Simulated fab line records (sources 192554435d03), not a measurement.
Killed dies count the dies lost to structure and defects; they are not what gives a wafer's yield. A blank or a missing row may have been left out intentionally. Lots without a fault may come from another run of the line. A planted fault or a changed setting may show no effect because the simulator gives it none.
What tool caused it? + flow n5 finfet + 12 lots with 35 wafers sampled at 5 steps, on a route of 1938 steps

WHAT THE GAUGES READ, wafer by wafer
The record holds no reading of a measuring or inspecting step that can be judged against a usual standard deviation.

WHICH TOOL RAN EACH LOT (tool, then ch and the chambers of the sampled wafers, then the start)
| lot  | N5_BEOL_M4_ANNEAL_89         | N5_BEOL_M4_SPUTTER_96        | N5_BEOL_M4_DEP_57               | N5_BEOL_M5_PECVD_70             | N5_PASSIVATION_PROBE_49 |
|------|------------------------------|------------------------------|---------------------------------|---------------------------------|-------------------------|
| L600 | pvd sputter-02, day 9 08:13  | pvd sputter-02, day 9 09:01  | pecvd-04 ch 0,1, day 9 10:00    | pecvd-02 ch 0,1, day 9 11:43    | prober-02, day 14 01:31 |
| L598 | pvd sputter-01, day 9 08:22  | pvd sputter-01, day 9 09:10  | pecvd-01 ch 1,2, day 9 10:13    | pecvd-04 ch 0,1,2, day 9 12:05  | prober-02, day 13 21:14 |
| L599 | pvd sputter-03, day 9 08:45  | pvd sputter-03, day 9 09:33  | pecvd-04 ch 0,1,2, day 9 10:35  | pecvd-04 ch 0,1, day 9 12:50    | -                       |
| L601 | pvd sputter-03, day 9 15:11  | pvd sputter-03, day 9 15:59  | pecvd-04 ch 0,1,2, day 9 17:13  | pecvd-04 ch 0,1,2, day 9 18:56  | prober-01, day 14 05:41 |
| L602 | pvd sputter-02, day 9 16:48  | pvd sputter-02, day 9 17:36  | pecvd-01 ch 0,2, day 9 18:48    | pecvd-03 ch 0,1, day 9 20:48    | -                       |
| L603 | pvd sputter-02, day 10 07:48 | pvd sputter-02, day 10 08:36 | pecvd-02 ch 0,1, day 10 09:52   | pecvd-03 ch 0,1, day 10 11:35   | prober-01, day 14 20:31 |
| L610 | pvd sputter-03, day 12 11:01 | pvd sputter-03, day 12 11:49 | pecvd-01 ch 0,1,2, day 12 12:47 | pecvd-04 ch 0,1,2, day 12 14:29 | prober-02, day 16 21:00 |
| L612 | pvd sputter-03, day 12 16:11 | pvd sputter-03, day 12 16:59 | pecvd-04 ch 0,1, day 12 18:02   | pecvd-04 ch 0,1, day 12 19:47   | -                       |
| L614 | pvd sputter-03, day 13 12:22 | pvd sputter-03, day 13 13:10 | pecvd-04 ch 0,1, day 13 14:12   | pecvd-03 ch 1,2, day 13 15:53   | prober-02, day 18 08:06 |
| L619 | pvd sputter-01, day 14 13:04 | pvd sputter-01, day 14 13:52 | pecvd-02 ch 0,1,2, day 14 16:55 | pecvd-03 ch 0,1,2, day 14 18:37 | -                       |
| L620 | pvd sputter-02, day 14 20:58 | pvd sputter-02, day 14 21:46 | pecvd-02 ch 0,1, day 14 22:50   | pecvd-03 ch 0,1, day 15 00:32   | prober-01, day 19 18:56 |
| L621 | pvd sputter-02, day 15 08:07 | pvd sputter-02, day 15 08:55 | pecvd-01 ch 0,1,2, day 15 10:00 | pecvd-02 ch 0,2, day 15 11:41   | -                       |
- N5_BEOL_M4_ANNEAL_89: time 240 s.
- N5_BEOL_M4_SPUTTER_96: material Cu, target thk 4.5 nm, time 8.29 s.
- N5_BEOL_M4_DEP_57: deposits SiCN from 3MS/NH3, target thk 8 nm, time 14 s.
- N5_BEOL_M5_PECVD_70: deposits SiO2 from TEOS/O2, target thk 16 nm, time 18 s.
- N5_PASSIVATION_PROBE_49

WHAT THE TOOLS THEMSELVES READ (means of the sampled wafers that have a number; where no wafer has one, the mark that the record gives instead)
N5_BEOL_M4_ANNEAL_89. Usual: heater power w reads 863 W (standard deviation 71).
| lot  | tool           | heater power w (W) | flag |
|------|----------------|--------------------|------|
| L600 | pvd sputter-02 | 863                |      |
| L598 | pvd sputter-01 | 939                |      |
| L599 | pvd sputter-03 | 805                |      |
| L601 | pvd sputter-03 | 877                |      |
| L602 | pvd sputter-02 | 796                |      |
| L603 | pvd sputter-02 | 852                |      |
| L610 | pvd sputter-03 | 850                |      |
| L612 | pvd sputter-03 | 813                |      |
| L614 | pvd sputter-03 | 857                |      |
| L619 | pvd sputter-01 | 897                |      |
| L620 | pvd sputter-02 | 886                |      |
| L621 | pvd sputter-02 | 844                |      |

N5_BEOL_M4_SPUTTER_96. Usual: throttle valve pct reads 30.1 % (standard deviation 1).
| lot  | tool           | throttle valve pct (%) | flag |
|------|----------------|------------------------|------|
| L600 | pvd sputter-02 | 29.8                   |      |
| L598 | pvd sputter-01 | 31.1                   |      |
| L599 | pvd sputter-03 | 30.0                   |      |
| L601 | pvd sputter-03 | 29.4                   |      |
| L602 | pvd sputter-02 | 30.2                   |      |
| L603 | pvd sputter-02 | 29.8                   |      |
| L610 | pvd sputter-03 | 29.5                   |      |
| L612 | pvd sputter-03 | 29.9                   |      |
| L614 | pvd sputter-03 | 29.5                   |      |
| L619 | pvd sputter-01 | 30.7                   |      |
| L620 | pvd sputter-02 | 29.8                   |      |
| L621 | pvd sputter-02 | 29.5                   |      |

N5_BEOL_M4_DEP_57. Usual: showerhead plenum p Torr 3.671 Torr, standard deviation 0.0085; throttle valve pct 9.0 %, standard deviation 0.4.
| lot  | tool     | showerhead plenum p Torr (Torr) | throttle valve pct (%) | flag |
|------|----------|---------------------------------|------------------------|------|
| L600 | pecvd-04 | 3.667                           | 8.8                    |      |
| L598 | pecvd-01 | 3.674                           | 9.2                    |      |
| L599 | pecvd-04 | 3.675                           | 8.9                    |      |
| L601 | pecvd-04 | 3.675                           | 8.8                    |      |
| L602 | pecvd-01 | 3.667                           | 8.9                    |      |
| L603 | pecvd-02 | 3.667                           | 8.7                    |      |
| L610 | pecvd-01 | 3.676                           | 9.1                    |      |
| L612 | pecvd-04 | 3.672                           | 8.8                    |      |
| L614 | pecvd-04 | 3.671                           | 8.9                    |      |
| L619 | pecvd-02 | 3.679                           | 8.7                    |      |
| L620 | pecvd-02 | 3.673                           | 8.7                    |      |
| L621 | pecvd-01 | 3.674                           | 9.2                    |      |

N5_BEOL_M5_PECVD_70. Usual: heater power w 709 W, standard deviation 83; showerhead plenum p Torr 8.79 Torr, standard deviation 0.05; susceptor temp C 399.98 C, standard deviation 0.22; throttle valve pct 22.4 %, standard deviation 1.3.
| lot  | tool     | heater power w (W) | showerhead plenum p Torr (Torr) | susceptor temp C (C) | throttle valve pct (%) | flag |
|------|----------|--------------------|---------------------------------|----------------------|------------------------|------|
| L600 | pecvd-02 | 660                | 8.84                            | 400.03               | 21.4                   |      |
| L598 | pecvd-04 | 673                | 8.80                            | 399.86               | 22.1                   |      |
| L599 | pecvd-04 | 658                | 8.82                            | 400.23               | 21.7                   |      |
| L601 | pecvd-04 | 619                | 8.81                            | 399.97               | 22.0                   |      |
| L602 | pecvd-03 | 790                | 8.73                            | 400.13               | 24.3                   |      |
| L603 | pecvd-03 | 686                | 8.74                            | 399.90               | 24.0                   |      |
| L610 | pecvd-04 | 661                | 8.83                            | 403.61               | 22.2                   | OFF  |
| L612 | pecvd-04 | 668                | 8.81                            | 403.74               | 22.1                   | OFF  |
| L614 | pecvd-03 | 835                | 8.75                            | 400.20               | 24.4                   |      |
| L619 | pecvd-03 | 793                | 8.73                            | 399.92               | 23.5                   |      |
| L620 | pecvd-03 | 793                | 8.72                            | 400.06               | 24.9                   |      |
| L621 | pecvd-02 | 755                | 8.80                            | 399.86               | 21.5                   |      |

N5_PASSIVATION_PROBE_49. Usual: defect limited yield 91.3 %, standard deviation 1.3; killed_at_M0_to_M3 34, standard deviation 9.1; killed_at_M4_up 14, standard deviation 5.6; killed at contacts 13, standard deviation 5.9; killed at front end 39, standard deviation 11; killed at other 3.6, standard deviation 3; killed dies 102, standard deviation 16; killed open 68, standard deviation 12; killed short 33, standard deviation 7.3; sort_bin_5_function 5.2 %, standard deviation 0.89; sort_bin_6_memory 3.2 %, standard deviation 0.68; sort_bin_8_speed 0.00 %, standard deviation 0.027; sort n pass 1078, standard deviation 16; sort yield pct 91.3 %, standard deviation 1.3.
| lot  | tool      | defect limited yield (%) | killed_at_M0_to_M3 | killed_at_M4_up | killed at contacts | killed at front end | killed at other | killed dies | killed open | killed short | sort_bin_5_function (%) | sort_bin_6_memory (%) | sort_bin_8_speed (%) | sort n pass | sort yield pct (%) | flag |
|------|-----------|--------------------------|--------------------|-----------------|--------------------|---------------------|-----------------|-------------|-------------|--------------|-------------------------|-----------------------|----------------------|-------------|--------------------|------|
| L600 | prober-02 | 90.7                     | 35                 | 12              | 9                  | 49                  | 5.3             | 110         | 72          | 36           | 5.5                     | 3.6                   | 0.00                 | 1070        | 90.7               |      |
| L598 | prober-02 | 91.4                     | 28                 | 14              | 9                  | 46                  | 4.7             | 101         | 67          | 33           | 5.0                     | 3.2                   | 0.00                 | 1079        | 91.4               |      |
| L601 | prober-01 | 91.3                     | 27                 | 15              | 17                 | 42                  | 1.0             | 102         | 69          | 33           | 5.0                     | 3.2                   | 0.00                 | 1078        | 91.3               |      |
| L603 | prober-01 | 91.8                     | 29                 | 17              | 4                  | 42                  | 4.3             | 96          | 65          | 30           | 4.9                     | 3.0                   | 0.00                 | 1084        | 91.8               |      |
| L610 | prober-02 | 92.0                     | 37                 | 15              | 7                  | 31                  | 4.3             | 94          | 61          | 33           | 4.8                     | 3.0                   | 0.00                 | 1086        | 92.0               |      |
| L614 | prober-02 | 91.9                     | 31                 | 13              | 9                  | 41                  | 1.0             | 95          | 60          | 34           | 5.0                     | 2.7                   | 0.00                 | 1085        | 91.9               |      |
| L620 | prober-01 | 90.7                     | 33                 | 15              | 12                 | 43                  | 6.3             | 110         | 71          | 37           | 5.4                     | 3.5                   | 0.00                 | 1070        | 90.7               |      |

THE ANSWER, worked out from the rows above alone
Rule: take the mean of a lot's wafers that have a number; if it is more than 3 standard deviations from the usual mean, the lot is off. Also off: a lot with no number at a reading for which 4 or more lots have one. The other lots that the step has rows for count as sound. The gauges are gone through in route order, then the tools' own readings, and for those a lot's mean is taken as printed above. At the first step where some lot is off, the reading lying furthest off is the one used; lots without a number count as furthest.
Off at N5_BEOL_M5_PECVD_70 (susceptor temp C): L610, L612.
A tool fits if, at that step or a process step before it, it ran every lot that is off, and no sound lot after the first of them. One fits: pecvd-04 at N5_BEOL_M5_PECVD_70. A fault onset in the window from L601 (day 9 18:56, its last sound lot) to L610 (day 12 14:29, its first lot off) fits.
On the lots that are off, the tool's own readings at N5_BEOL_M5_PECVD_70 differ by more than 5 times the standard deviation of the sound lots' means, which bears it out; susceptor temp C reads 403.68 C there versus 400.02 C on the sound lots.

WHAT WAS PUT IN BY THE SIMULATOR
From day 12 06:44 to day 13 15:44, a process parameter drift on pecvd-04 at N5_BEOL_M5_PECVD_70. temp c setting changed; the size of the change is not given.
Struck lots among those shown: L610, L612. The rule above reached the same finding.
